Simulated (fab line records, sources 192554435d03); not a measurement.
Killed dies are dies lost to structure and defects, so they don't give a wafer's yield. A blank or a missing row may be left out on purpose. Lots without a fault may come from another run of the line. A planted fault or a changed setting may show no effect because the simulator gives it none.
fab line records | flow n5_finfet
record lots=7 wafers=18 last_day=17
route steps=1938 shown BEOL_M6@1228 BEOL_M15@1830 PASSIVATION@1936
lots that met no fault: from a run of the same line without faults
start_h: hours from the record's first day to the start of the lot's first wafer shown | wait_h: hours since the lot's step before | " the same as in the row above | L1.1+2: a row that stands for several wafers | - no value, or no start given | * or withheld: withheld | < > ~ a bound
route shown NAME@n: a module of which the file shows steps, and the number in the route of the first | usual: mean/standard deviation of fault-free wafers | same: alike in all rows | chamber/n: place in a boat | sites: the reading at each site | _std_site: their standard deviation | _edge_site: outer sites' mean less inner sites' | radius_mm: how far each site lies from the wafer's centre | mask NAME#n: copy n | behind: the tool/chamber that last shaped the wafer | hold: why the lot was held/for how many hours/how that ended | device: the transistor (n, p or np) that didn't switch | end of line: the same wafers' tests at the end of the route | a step without rows: its recipe alone | killed: dies lost to structure and defects at the first sort, not the wafer's yield | map: a wafer's dies, x killed, . not, _ none there
set.NAME: the setting as run; set.NAME@STEP: as run at that earlier step | model.NAME: the simulator's own value behind a step, which no gauge read
steps of the route over a sample of lots; a table a step, a row a wafer
services: from which hour (start_h, from the record's first day; less than 0 if before it) a tool's chamber was out of use, for how many hours, and why
## steps
# step N5_BEOL_M6_OVL_MEAS_29
# recipe points_per_wafer=522
# usual V5_OVL=0.3/0.64
# columns lot.wafer tool chamber start_h wait_h V5_OVL[nm]
L956.1 overlay-02 0 216.90 0.0 0.3
L956.6 " 0 " " -0.4
L959.2 overlay-02 0 220.18 0.0 0.6
L959.3 " 0 " " 0.3
L959.5 " 0 " " 0.4
L964.1 overlay-01 0 254.73 0.0 0.8
L964.3 " 0 " " 0.7
L964.4 " 0 " " 0.1
L968.1 overlay-01 0 275.27 0.0 0.7
L968.5 " 0 " " -0.5
L970.3 overlay-01 0 300.56 0.0 -1.1
L970.5 " 0 " " -0.8
L973.1 overlay-02 0 310.19 0.0 0.3
L973.3 " 0 " " 0.5
L973.4 " 0 " " -1.0
L974.1 overlay-01 0 317.23 0.0 0.8
L974.3 " 0 " " 0.8
L974.4 " 0 " " -0.3
# step N5_BEOL_M6_ETCH_65
# recipe chemistry=CF4 target=SiARC target_depth_a=156 mask_material=CAR-EUV time_s=26 ion_energy_ev=80 pressure_mtorr=40 source_w=545 bias_w=36 Ar_flow_sccm=100 cf4_flow_sccm=100 ends=cleared
# usual cf4_flow_sccm=100.0/0.31 drypump_motor_current_A=5.5/0.55 etch_rf_on_time_s=25.7/0.78 oes_product_au=0.70/0.081 rf_fwd_power_W=531.8/1.6 rf_vpp_V=184.6/1.2 showerhead_plenum_p_Torr=2.18/0.076 throttle_valve_pct=15.59/0.21
# columns lot.wafer tool chamber start_h wait_h cf4_flow_sccm drypump_motor_current_A etch_rf_on_time_s oes_product_au rf_fwd_power_W rf_hours_counter_h rf_vpp_V showerhead_plenum_p_Torr throttle_valve_pct
L956.1 rie_diel-05 3 217.05 0.0 100.5 6.3 25.2 0.79 533.2 23 184.1 2.17 15.35
L956.6 " 0 " " 99.4 4.8 24.3 0.89 532.6 - 187.1 2.28 15.45
L959.2 rie_diel-06 3 221.04 0.0 100.2 5.9 25.7 0.67 534.1 113 184.1 2.15 15.62
L959.3 " 1 " " 99.7 4.8 25.6 0.60 535.3 223 183.6 2.11 15.82
L959.5 " 1 " " 99.9 4.8 25.7 0.61 532.3 - 181.5 2.11 15.82
L964.1 rie_diel-05 1 254.88 0.0 100.5 5.3 25.1 0.78 528.8 27 184.7 2.25 15.59
L964.3 " 2 " " 100.0 5.3 25.6 0.71 532.5 78 183.9 2.15 15.21
L964.4 " 2 " " 100.0 5.3 25.8 0.70 535.7 - 185.6 2.15 15.21
L968.1 rie_diel-05 1 275.42 0.0 100.2 5.3 25.3 0.76 531.5 36 186.3 2.25 15.60
L968.5 " 2 " " 100.1 5.3 25.6 0.70 528.4 - 184.0 2.14 15.24
L970.3 rie_diel-05 0 300.77 0.0 99.7 4.8 24.2 0.81 531.4 38 185.4 2.27 15.52
L970.5 " 0 " " 99.1 4.8 24.6 0.79 531.6 - 186.2 2.27 15.52
L973.1 rie_diel-04 0 311.30 0.0 100.1 6.7 25.9 0.61 535.2 232 186.1 2.20 15.80
L973.3 " 1 " " 100.1 5.9 24.6 0.79 530.0 27 183.7 2.19 15.78
L973.4 " 3 " " 99.8 6.2 26.6 0.61 531.9 173 184.0 2.06 15.98
L974.1 rie_diel-04 2 317.97 0.0 99.2 5.6 26.5 0.73 530.8 54 182.7 2.07 15.49
L974.3 " 0 " " 99.9 6.7 26.1 0.60 532.7 235 186.1 2.20 15.80
L974.4 " 1 " " 99.2 5.8 24.7 0.78 532.0 31 183.8 2.18 15.79
# step N5_BEOL_M6_TRENCH_ETCH_37
# recipe chemistry=C4F6/O2 target_depth_a=944.35 target=SiCOH_lowk time_s=31.5 ion_energy_ev=250 pressure_mtorr=30 source_w=345 bias_w=185 Ar_flow_sccm=300 C4F6_flow_sccm=10 O2_flow_sccm=10
# usual O2_flow_sccm=10.00/0.031 drypump_motor_current_A=5.5/0.55 oes_product_au=0.82/0.092 rf_fwd_power_W=340.4/1.5 rf_vpp_V=676/17 run_length_s=55.0/0.5 showerhead_plenum_p_Torr=2.89/0.11 throttle_valve_pct=20.89/0.26
# columns lot.wafer tool chamber start_h wait_h O2_flow_sccm drypump_motor_current_A oes_product_au rf_fwd_power_W rf_hours_counter_h rf_vpp_V run_length_s showerhead_plenum_p_Torr throttle_valve_pct
L956.1 rie_diel-05 3 217.27 - 9.99 6.3 0.92 338.3 23 687 54.6 2.90 20.76
L956.6 " 0 " " 9.96 4.8 1.03 340.3 - 681 54.2 3.05 20.97
L959.2 rie_diel-06 3 221.26 - 10.01 5.9 0.79 339.5 113 695 56.1 2.85 20.85
L959.3 " 1 " " 9.95 4.8 0.70 341.2 223 645 54.3 2.79 21.00
L959.5 " 1 " " 9.98 4.8 0.69 341.2 - 646 54.2 2.79 20.99
L964.1 rie_diel-05 1 255.10 - 9.95 5.3 0.90 339.5 27 678 55.1 3.00 20.94
L964.3 " 2 " " 10.01 5.3 0.83 339.4 78 660 55.0 2.83 20.38
L964.4 " 2 " " 10.01 5.3 0.83 339.5 - 661 55.1 2.83 20.37
L968.1 rie_diel-05 1 275.64 - 9.99 5.3 0.89 - 36 677 49.9 2.99 20.95
L968.5 " 2 " " 9.99 5.3 0.82 - - 661 50.0 2.83 20.39
L970.3 rie_diel-05 0 300.99 - 10.01 4.8 0.92 342.0 38 680 54.7 3.04 21.01
L970.5 " 0 " " 10.00 4.8 0.93 - - 681 49.1 3.04 21.00
L973.1 rie_diel-04 0 311.52 - 10.04 6.7 0.70 341.2 232 694 55.0 2.92 20.97
L973.3 " 1 " " 9.99 5.9 0.91 341.9 27 650 55.3 2.92 21.24
L973.4 " 3 " " 9.97 6.2 0.72 339.9 173 683 54.8 2.75 21.43
L974.1 rie_diel-04 2 318.19 - 10.02 5.7 0.86 343.5 55 685 55.8 2.73 20.69
L974.3 " 0 " " 9.96 6.7 0.70 341.0 235 695 55.6 2.92 20.99
L974.4 " 1 " " 10.02 5.8 0.90 341.6 31 649 55.2 2.91 21.26
# step N5_BEOL_M6_OCD_MEAS_38
# usual trench_depth_nm=95.4/1.9
# columns lot.wafer tool chamber start_h wait_h trench_depth_nm
L956.1 ocd-01 - 217.42 - 97.8
L956.6 " - " " 96.9
L959.2 ocd-02 - 221.42 - 95.3
L959.3 " - " " 94.0
L959.5 " - " " 92.7
L964.1 ocd-02 - 255.25 - 96.1
L964.3 " - " " 95.4
L964.4 " - " " 96.0
L968.1 ocd-01 - 275.79 - 80.5
L968.5 " - " " 79.6
L970.3 ocd-02 - 301.15 - 99.0
L970.5 " - " " 83.4
L973.1 ocd-01 - 311.67 - 92.7
L973.3 " - " " 96.2
L973.4 " - " " 92.5
L974.1 ocd-02 - 318.34 - 95.2
L974.3 " - " " 93.2
L974.4 " - " " 97.1
# step N5_BEOL_M6_SURFACE_TREAT_79
# recipe gas=Ar time_s=* ion_energy_ev=* ion_current_ma_cm2=0.5 pressure_mtorr=* ar_flow_sccm=30
# usual throttle_valve_pct=*
# columns lot.wafer tool chamber start_h wait_h throttle_valve_pct
L956.1 pvd_sputter-03 - 218.54 0.3 *
L956.6 " - " " *
L959.2 pvd_sputter-03 - 223.85 0.3 *
L959.3 " - " " *
L959.5 " - " " *
L964.1 pvd_sputter-02 - 256.58 0.2 *
L964.3 " - " " *
L964.4 " - " " *
L968.1 pvd_sputter-02 - 277.04 0.2 *
L968.5 " - " " *
L970.3 pvd_sputter-01 - 303.17 0.4 *
L970.5 " - " " *
L973.1 pvd_sputter-02 - 314.53 0.2 *
L973.3 " - " " *
L973.4 " - " " *
L974.1 pvd_sputter-02 - 319.45 0.3 *
L974.3 " - " " *
L974.4 " - " " *
# step N5_BEOL_M6_THK_MEAS_53
# recipe thk_meas_gauge=xrf reads=Cu_of_BEOL_M6_ECD_50
# usual M6_THK=81.3/2.5
# columns lot.wafer tool chamber start_h wait_h M6_THK[nm]
L956.1 film_metro-01 - 219.88 - 83.9
L956.6 " - " " 84.7
L959.2 film_metro-01 - 224.85 - 80.8
L959.3 " - " " 82.8
L959.5 " - " " 77.1
L964.1 film_metro-01 - 257.69 - 82.7
L964.3 " - " " 80.9
L964.4 " - " " 82.1
L968.1 film_metro-01 - 278.02 - 69.1
L968.5 " - " " 64.6
L970.3 film_metro-02 - 304.38 - 85.8
L970.5 " - " " 69.0
L973.1 film_metro-02 - 315.52 - 78.0
L973.3 " - " " 78.9
L973.4 " - " " 77.7
L974.1 film_metro-02 - 320.51 - 84.0
L974.3 " - " " 79.9
L974.4 " - " " 81.5
# step N5_BEOL_M6_RS_MEAS_57
# recipe thk_meas_gauge=four-point-probe reads=Cu_of_BEOL_M6_ECD_50+Co_of_BEOL_M6_CVD_78+TaN_of_BEOL_M6_ALD_77
# usual M6_RS=0.282/0.0097
# columns lot.wafer tool chamber start_h wait_h M6_RS[ohm/sq]
L956.1 film_metro-02 - 220.01 0.1 0.274
L956.6 " - " " 0.269
L959.2 film_metro-02 - 225.02 0.1 0.283
L959.3 " - " " 0.277
L959.5 " - " " 0.301
L964.1 film_metro-02 - 257.82 0.1 0.276
L964.3 " - " " 0.285
L964.4 " - " " 0.279
L968.1 film_metro-02 - 278.18 0.1 0.342
L968.5 " - " " 0.370
L970.3 film_metro-01 - 304.51 0.1 0.265
L970.5 " - " " 0.339
L973.1 film_metro-01 - 315.65 0.1 0.296
L973.3 " - " " 0.292
L973.4 " - " " 0.297
L974.1 film_metro-02 - 320.64 0.1 0.274
L974.3 " - " " 0.290
L974.4 " - " " 0.284
# step N5_BEOL_M15_RC_MEAS_101
# usual COMB_M10=1.44e-11/2.9e-12 COMB_M11=1.4e-11/3.1e-12 COMB_M12=6.4e-12/1.5e-12 COMB_M13=4.8e-12/1.1e-12 COMB_M13_max_site=6.9e-12/1.8e-12 COMB_M14=3.6e-12/7.9e-13 COMB_M15=2.5e-12/5e-13 COMB_M5=3.5e-11/7.8e-12 COMB_M7=2.5e-11/5.6e-12 COMB_M8=2.6e-11/5e-12 COMB_M9=1.38e-11/2.9e-12 SERP_M10=3.07/0.11 SERP_M11=3.12/0.14 SERP_M12=0.643/0.023 SERP_M13=0.309/0.0081 SERP_M14=0.160/0.0055 SERP_M5=39.5/2.4 SERP_M6=13.9/0.67 SERP_M6_max_site=14.5/0.75 SERP_M7=14.1/0.79 SERP_M8=13.3/0.63 SERP_M9=3.15/0.12
# columns lot.wafer tool chamber start_h wait_h COMB_M10[S/m] COMB_M11[S/m] COMB_M12[S/m] COMB_M13[S/m] COMB_M13_max_site[S/m] COMB_M14[S/m] COMB_M15[S/m] COMB_M5[S/m] COMB_M7[S/m] COMB_M8[S/m] COMB_M9[S/m] SERP_M10[ohm/um] SERP_M11[ohm/um] SERP_M12[ohm/um] SERP_M13[ohm/um] SERP_M14[ohm/um] SERP_M5[ohm/um] SERP_M6[ohm/um] SERP_M6_max_site[ohm/um] SERP_M7[ohm/um] SERP_M8[ohm/um] SERP_M9[ohm/um]
L959.2 prober-02 0 288.69 0.2 8.8e-12 1.2e-11 5.2e-12 3.9e-12 6.1e-12 4.2e-12 2.4e-12 4.4e-11 2.2e-11 2.8e-11 1.43e-11 2.99 3.20 0.628 0.309 0.163 42.6 14.1 15.1 15.7 13.2 3.31
L959.3 " 0 " " 1.32e-11 1.2e-11 5.3e-12 3.7e-12 5.2e-12 4.1e-12 1.4e-12 4.7e-11 3e-11 3.7e-11 1.2e-11 3.20 3.11 0.671 0.302 0.160 41.1 14.0 14.3 14.8 13.0 3.01
L959.5 " 0 " " 1.11e-11 1.3e-11 7.6e-12 5.8e-12 1.07e-11 5.1e-12 2.1e-12 3.9e-11 3.2e-11 3.1e-11 1.01e-11 3.12 3.27 0.642 0.309 0.161 47.9 15.0 15.8 14.8 12.8 3.26
L956.1 prober-02 0 289.47 0.1 1.05e-11 1.5e-11 5.4e-12 5.8e-12 9e-12 4.7e-12 2.7e-12 3.8e-11 2.3e-11 3.2e-11 1.52e-11 3.08 3.06 0.637 0.316 0.161 38.5 13.3 13.7 15.8 13.2 3.32
L956.6 " 0 " " 1.33e-11 1.1e-11 5.7e-12 3.9e-12 4.6e-12 3.2e-12 2.7e-12 5.3e-11 3.1e-11 2.9e-11 1.47e-11 3.07 3.09 0.611 0.315 0.165 38.5 13.0 13.6 14.8 13.1 3.23
L964.1 prober-02 0 331.06 0.0 1.46e-11 1.1e-11 8.4e-12 3.8e-12 4.6e-12 3.3e-12 2.9e-12 3.2e-11 2.1e-11 2.5e-11 2.02e-11 3.12 3.33 0.614 0.321 0.160 39.9 13.4 14.2 14.2 12.9 3.15
L964.3 " 0 " " 1.75e-11 1.4e-11 6.2e-12 4.4e-12 6.6e-12 4e-12 3.1e-12 2.6e-11 2.5e-11 2.5e-11 1.17e-11 3.13 2.94 0.588 0.318 0.159 40.0 13.8 14.6 15.0 12.7 3.28
L964.4 " 0 " " 1.48e-11 1.6e-11 7e-12 5.1e-12 5.4e-12 2.9e-12 2.4e-12 3e-11 2.7e-11 2.1e-11 1.55e-11 2.92 3.20 0.630 0.310 0.162 42.7 13.9 14.4 15.0 12.5 2.98
L968.1 prober-02 0 344.93 0.6 1.91e-11 1.5e-11 6.9e-12 3.1e-12 4.9e-12 3.5e-12 2.7e-12 3.2e-11 1.5e-11 1.6e-11 1.04e-11 3.07 2.88 0.635 0.314 0.156 41.1 17.6 18.2 13.5 12.8 3.12
L968.5 " 0 " " 1.57e-11 1.2e-11 6.5e-12 4e-12 5.9e-12 3.8e-12 2.1e-12 3.8e-11 2.1e-11 2.2e-11 9.7e-12 2.99 3.04 0.626 0.315 0.157 36.4 17.2 18.6 14.2 13.1 3.21
L970.3 prober-01 0 379.58 0.3 1.77e-11 1.7e-11 6.5e-12 3.7e-12 3.9e-12 3.2e-12 1.9e-12 4.5e-11 1.2e-11 1.8e-11 1.59e-11 3.17 3.19 0.644 0.308 0.163 37.1 12.9 13.3 13.7 13.0 3.13
L970.5 " 0 " " 1.3e-11 1.4e-11 5.5e-12 3.2e-12 6.2e-12 2.9e-12 1.6e-12 6.5e-11 2.2e-11 3.4e-11 1.13e-11 3.13 3.15 0.659 0.297 0.152 38.3 17.3 17.8 13.5 12.9 3.34
L973.1 prober-02 0 381.04 0.0 1.29e-11 1.3e-11 5.4e-12 5e-12 7.5e-12 4.1e-12 1.7e-12 3.5e-11 3.8e-11 1.7e-11 1.53e-11 3.15 3.01 0.665 0.317 0.162 41.2 14.8 15.5 14.5 14.4 3.33
L973.3 " 0 " " 1.6e-11 1.5e-11 6.8e-12 4.3e-12 5.8e-12 4.2e-12 2.4e-12 4.2e-11 3e-11 3e-11 2.13e-11 3.06 3.30 0.647 0.317 0.161 37.1 13.8 14.0 13.2 14.4 3.15
L973.4 " 0 " " 1.34e-11 1e-11 7.7e-12 7.4e-12 9.1e-12 4.8e-12 2.7e-12 2.7e-11 2.1e-11 2.7e-11 1.57e-11 3.03 3.16 0.622 0.321 0.165 41.4 14.5 15.6 13.7 13.9 3.18
L974.1 prober-01 0 387.51 0.0 1.65e-11 1.7e-11 6.8e-12 2.8e-12 4.9e-12 5.6e-12 2.3e-12 2.5e-11 2.6e-11 2.3e-11 1.39e-11 3.14 3.09 0.652 0.309 0.164 42.8 13.6 14.6 13.0 13.6 3.14
L974.3 " 0 " " 1.38e-11 1.3e-11 5e-12 3.7e-12 4.7e-12 4.6e-12 2.8e-12 2.5e-11 2.1e-11 2.1e-11 1.44e-11 3.06 3.07 0.645 0.303 0.156 37.9 14.9 15.2 13.6 13.3 3.20
L974.4 " 0 " " 1.65e-11 2.1e-11 4.5e-12 4.1e-12 6.5e-12 3.4e-12 1.6e-12 3.4e-11 3.7e-11 2.4e-11 1.52e-11 3.20 2.90 0.674 0.316 0.155 39.2 13.9 14.3 14.5 13.5 3.16
# sites SERP_M6 radius_mm=0,75,75,75,75,140,140,140,140
L959.2 15.1 14.2 14.1 14.5 14.7 13.5 13.6 13.9 13.9
L956.1 13.5 13.5 13.3 13.3 13.7 13.0 13.1 13.2 13.0
L964.1 12.7 13.0 12.8 13.2 13.6 13.4 13.6 13.4 14.2
L968.1 16.4 17.6 17.1 17.0 16.4 18.2 18.2 17.7 17.9
L970.3 12.7 12.7 12.9 12.6 13.0 13.0 13.1 12.9 13.3
L973.1 15.1 14.4 15.5 15.5 15.0 14.2 14.8 13.7 14.1
L974.1 13.0 13.6 13.6 13.5 13.5 14.1 14.6 13.8 13.9
# step N5_PASSIVATION_PROBE_49
# usual defect_limited_yield=91.4/1.5 killed_at_M0_to_M3=36/11 killed_at_M4_up=14/6 killed_at_contacts=11/6 killed_at_front_end=37/11 killed_at_other=4/3.4 killed_dies=102/18 killed_on_rim=13/3.5 killed_open=66/13 killed_short=34/7.8 sort_bin_5_function=5.0/0.97 sort_bin_6_memory=3.2/0.7 sort_bin_8_speed=0.0/0.38 sort_n_pass=1078/19 sort_yield_pct=91.3/1.6
# same gross_dies=1180 killed_at_back_side=0 sort_bin_4_leakage[%]=0
# columns lot.wafer tool chamber start_h wait_h defect_limited_yield[%] killed_at_M0_to_M3 killed_at_M4_up killed_at_contacts killed_at_front_end killed_at_other killed_dies killed_on_rim killed_open killed_short sort_bin_5_function[%] sort_bin_6_memory[%] sort_bin_8_speed[%] sort_n_pass sort_yield_pct[%]
L959.2 prober-01 - 306.32 0.1 90.9 41 20 20 26 0 107 9 76 30 6.0 2.8 0 1073 90.9
L959.3 prober-01 - 306.37 0.1 91.6 38 28 5 26 2 99 16 76 19 5.3 2.9 0 1081 91.6
L959.5 prober-01 - 306.47 0.2 93.2 23 9 14 31 3 80 9 56 23 4.1 2.4 0 1100 93.2
L956.1 prober-01 - 307.61 0.0 91.6 44 7 8 39 1 99 15 71 28 5.0 3.0 0 1081 91.6
L956.6 prober-01 - 307.86 0.3 90.3 32 7 12 55 8 114 14 72 39 5.0 4.3 0 1066 90.3
L970.3 prober-02 - 395.56 0.1 89.9 31 14 15 57 2 119 13 82 37 5.5 4.2 0 1061 89.9
# killed by level:class
L959.2 MOL_CONTACT_COAG:geometric_particle:open=18 BEOL_M1:geometric_particle:open=10 BEOL_M4:geometric_particle:open=10 BEOL_M2:geometric_particle:open=9 FIN_SAQP:geometric_particle:short=7 BEOL_M1:geometric_particle:short=6 STI_FIN_REVEAL:geometric_particle:open=5 BEOL_M0_SAQP:geometric_particle:short=4
L959.3 BEOL_M4:geometric_particle:open=16 BEOL_M3:geometric_particle:open=12 BEOL_M1:geometric_particle:open=9 BEOL_M0_SAQP:geometric_particle:open=8 DUMMY_GATE:geometric_particle:open=6 BEOL_M5:geometric_particle:open=5 FIN_SAQP:geometric_particle:short=4 MOL_CONTACT_COAG:geometric_particle:open=4
L959.5 MOL_CONTACT_COAG:geometric_particle:open=11 BEOL_M3:geometric_particle:open=6 DUMMY_GATE:geometric_particle:open=5 BEOL_M0_SAQP:geometric_particle:open=5 BEOL_M4:geometric_particle:open=5 STI_FIN_REVEAL:geometric_particle:open=4 GATE_CUT:geometric_particle:short=4 BEOL_M2:geometric_particle:open=4
L956.1 BEOL_M2:geometric_particle:open=12 FIN_SAQP:geometric_particle:open=11 MOL_CONTACT_COAG:geometric_particle:open=8 BEOL_M0_SAQP:geometric_particle:open=8 BEOL_M0_SAQP:geometric_particle:short=6 FIN_SAQP:geometric_particle:short=5 DUMMY_GATE:geometric_particle:open=4 BEOL_M0:geometric_particle:open=4
L956.6 FIN_SAQP:geometric_particle:open=17 FIN_SAQP:geometric_particle:short=11 BEOL_M0_SAQP:geometric_particle:open=9 DUMMY_GATE:geometric_particle:open=7 MOL_CONTACT_COAG:geometric_particle:open=7 BEOL_M0_SAQP:geometric_particle:short=6 STI_FIN_REVEAL:geometric_particle:open=5 BEOL_M2:geometric_particle:open=5
L970.3 STI_FIN_REVEAL:geometric_particle:open=27 MOL_CONTACT_COAG:geometric_particle:open=10 BEOL_M0_SAQP:geometric_particle:short=8 BEOL_M5:geometric_particle:open=8 BEOL_M0_SAQP:geometric_particle:open=7 FIN_SAQP:geometric_particle:open=6 FIN_SAQP:geometric_particle:short=6 STI_FIN_REVEAL:geometric_particle:short=6
## services
# columns tool chamber start_h hours kind
pvd_sputter-01 - 194.09 0.8 repair
rie_diel-06 0 197.25 - clean
rie_diel-06 0 197.25 - consumable_replace:focus_ring
rie_diel-06 0 197.25 35.3 scheduled_down
rie_diel-06 0 197.25 35.3 vent_cycle
rie_diel-05 0 200.40 - clean
rie_diel-05 0 200.40 - consumable_replace:focus_ring
rie_diel-05 0 200.40 - consumable_replace:showerhead
rie_diel-05 0 200.40 14.8 scheduled_down
rie_diel-05 0 200.40 14.8 vent_cycle
rie_diel-04 1 214.39 - clean
rie_diel-04 1 214.39 - consumable_replace:focus_ring
rie_diel-04 1 214.39 16.8 scheduled_down
rie_diel-04 1 214.39 16.8 vent_cycle
rie_diel-04 1 235.62 8.8 repair
rie_diel-05 3 239.05 115.1 repair
rie_diel-06 1 300.87 - clean
rie_diel-06 1 300.87 - consumable_replace:focus_ring
rie_diel-06 1 300.87 19.6 scheduled_down
rie_diel-06 1 300.87 19.6 vent_cycle
## key
first_sign step=N5_BEOL_M6_TRENCH_ETCH_37 reading=run_length_s direction=down sigmas=10 usual=* struck=*
effect step=N5_BEOL_M6_OCD_MEAS_38 reading=trench_depth_nm direction=down sigmas=7.5 usual=95.4 struck=81.2
effect step=N5_BEOL_M6_THK_MEAS_53 reading=M6_THK direction=down sigmas=5.6 usual=81.3 struck=67.6
effect step=N5_BEOL_M6_RS_MEAS_57 reading=M6_RS direction=up sigmas=7 usual=0.282 struck=0.350
effect step=N5_BEOL_M15_RC_MEAS_101 reading=SERP_M6 direction=up sigmas=5.1 usual=13.9 struck=17.3
met_at N5_BEOL_M6_TRENCH_ETCH_37
struck_lots L968,L970
struck_wafers L968.1,L968.5,L970.5
not_acting_at N5_BEOL_M6_OVL_MEAS_29,N5_BEOL_M6_ETCH_65,N5_BEOL_M6_SURFACE_TREAT_79
onset_between 255.10 275.64
fault kind=process_parameter_drift tool=rie_diel-05 chamber=- onset_h=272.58 steps=N5_BEOL_M6_TRENCH_ETCH_37 channel=time_s offset=* shape=step end_h=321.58 scope=struck_wafers_only acts_in=* stated=*
